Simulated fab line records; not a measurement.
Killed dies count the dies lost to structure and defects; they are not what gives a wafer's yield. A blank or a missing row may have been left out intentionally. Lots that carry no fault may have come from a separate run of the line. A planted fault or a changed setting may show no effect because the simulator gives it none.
Split-lot trial    flow n5_finfet    7 lots, 39 wafers read, on a route of 1938 steps

ON THE SPLIT
At N5_BEOL_M0_TRENCH_ETCH_107 (etches SiOC in C4F6/O2, target depth 32.8 nm, time 16.4 s), the setting target_depth_a was moved away from the recipe's 328 angstrom on 18 of the 39 wafers read, by -28.9% to +36.9%. This setting was run at the recipe's value on the other wafers.

FROM THE SPLIT ON TO THE READING: in between, the file shows 1 step
- N5_BEOL_M0_STRIP_142: strips in N2/H2, time 10 s

THE READING
trench_depth_nm, in nm, at N5_BEOL_M0_OCD_MEAS_108. Typical for fault-free wafers on this fab line: 32.5 nm, with standard deviation 0.83 nm.

wafer   tool, chamber at the split  target_depth_a as run, angstrom  against the recipe  trench_depth_nm, nm  against lot-mates on the recipe
L078.1  rie_diel-02, 0              328                              recipe              32.3                 -
L078.2  rie_diel-02, 2              328                              recipe              33.2                 -
L078.4  rie_diel-02, 0              328                              recipe              32.2                 -
L080.1  rie_diel-03, 0              328                              recipe              33.6                 -
L080.2  rie_diel-03, 2              233.3                            -28.9%              23.4                 -9.3
L080.3  rie_diel-03, 3              328                              recipe              32.1                 -
L080.4  rie_diel-03, 1              328                              recipe              32.5                 -
L080.5  rie_diel-03, 2              233.3                            -28.9%              23.7                 -9.0
L080.6  rie_diel-03, 1              233.3                            -28.9%              22.8                 -9.9
L081.1  rie_diel-03, 0              328                              recipe              33.6                 -
L081.2  rie_diel-03, 3              262.2                            -20.1%              25.2                 -7.7
L081.3  rie_diel-03, 1              262.2                            -20.1%              26.2                 -6.7
L081.4  rie_diel-03, 2              328                              recipe              32.4                 -
L081.5  rie_diel-03, 2              328                              recipe              32.7                 -
L081.6  rie_diel-03, 1              262.2                            -20.1%              26.0                 -6.9
L084.1  rie_diel-02, 3              328                              recipe              34.6                 -
L084.2  rie_diel-02, 0              328                              recipe              31.4                 -
L084.3  rie_diel-02, 2              254.3                            -22.5%              25.1                 -7.3
L084.4  rie_diel-02, 1              254.3                            -22.5%              25.6                 -6.8
L084.5  rie_diel-02, 1              254.3                            -22.5%              25.4                 -7.0
L084.6  rie_diel-02, 0              328                              recipe              31.1                 -
L088.1  rie_diel-06, 2              328                              recipe              33.6                 -
L088.2  rie_diel-06, 1              449                              +36.9%              44.9                 +12.1
L088.3  rie_diel-06, 0              449                              +36.9%              43.0                 +10.2
L088.4  rie_diel-06, 3              328                              recipe              32.2                 -
L088.5  rie_diel-06, 1              328                              recipe              32.6                 -
L088.6  rie_diel-06, 0              449                              +36.9%              43.1                 +10.3
L093.1  rie_diel-06, 1              328                              recipe              33.0                 -
L093.2  rie_diel-06, 2,1,2          406.6                            +24.0%              41.3                 +9.2
L093.3  rie_diel-06, 3              328                              recipe              32.1                 -
L093.4  rie_diel-06, 0              328                              recipe              31.2                 -
L093.5  rie_diel-06, 2,1,2          406.6                            +24.0%              41.5                 +9.4
L093.6  rie_diel-06, 2,1,2          406.6                            +24.0%              41.7                 +9.6
L094.1  rie_diel-06, 0              382.2                            +16.5%              36.7                 +3.8
L094.2  rie_diel-06, 1              328                              recipe              33.1                 -
L094.3  rie_diel-06, 3              382.2                            +16.5%              37.5                 +4.6
L094.4  rie_diel-06, 1              328                              recipe              33.6                 -
L094.5  rie_diel-06, 3              328                              recipe              32.0                 -
L094.6  rie_diel-06, 0              382.2                            +16.5%              36.9                 +4.0
Rows listing several chambers each stand for several wafers; the file does not say which wafer went through which chamber.

FIT RESULTS
A straight line over all 39 wafers: trench_depth_nm changes by +0.32 nm for each +1% of target_depth_a; r = +0.99; the points scatter about the line by 0.87 nm.
The same after taking each lot's own level away (the mean of its wafers on the recipe; 39 wafers): +0.321 nm for each +1%; r = +0.99; scatter 0.97 nm.
On that fit, the largest move of target_depth_a shifts the reading by 12 nm.
Across the lots, their own levels run from 32.10 to 32.90 nm, a range of 1.0 times the standard deviation given above.
The two slopes agree, so the slope changes little with the lot-to-lot level.
Check: with one of the wafers moved furthest among these (+36.9%) left out of the fit, the line predicts +11.7 nm for it against its lot-mates. It came out at +12.1 nm against them.

OTHER SPLITS APPLIED TO THESE WAFERS
These wafers also went through other splits before the reading. Each is held against what the fit with the lots' levels taken away leaves over:
other split on the same wafers              wafers away from the commonest value  r with trench_depth_nm (lot level and that fit taken away)
N5_FIN_SAQP_ETCH_65 time_s                  12                                    +0.26
N5_DUMMY_GATE_HM_DEP_06 time_s              30                                    -0.09
N5_HKMG_FIN_ETCH_86 target_depth_a          6                                     +0.06
N5_MOL_CONTACT_COAG_ETCH_15 target_depth_a  9                                     +0.06

THE WHOLE CHAIN: every reading that the file lists as answering this split, in the file's order
step                        what it does                                               reading                                                                    change (the file's fit)                r (the file's)
N5_BEOL_M0_TRENCH_ETCH_107  etches SiOC in C4F6/O2, target depth 32.8 nm, time 16.4 s  BEOL_M0.feature_depth_nm (the simulator's own value, which no gauge read)  +0.313 nm for each +1% of the setting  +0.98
N5_BEOL_M0_OCD_MEAS_108                                                                trench_depth_nm                                                            +0.321 nm for each +1% of the setting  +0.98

FILE'S OWN FIT
trench_depth_nm changes by +0.321 nm for each +1% of target_depth_a, r = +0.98.
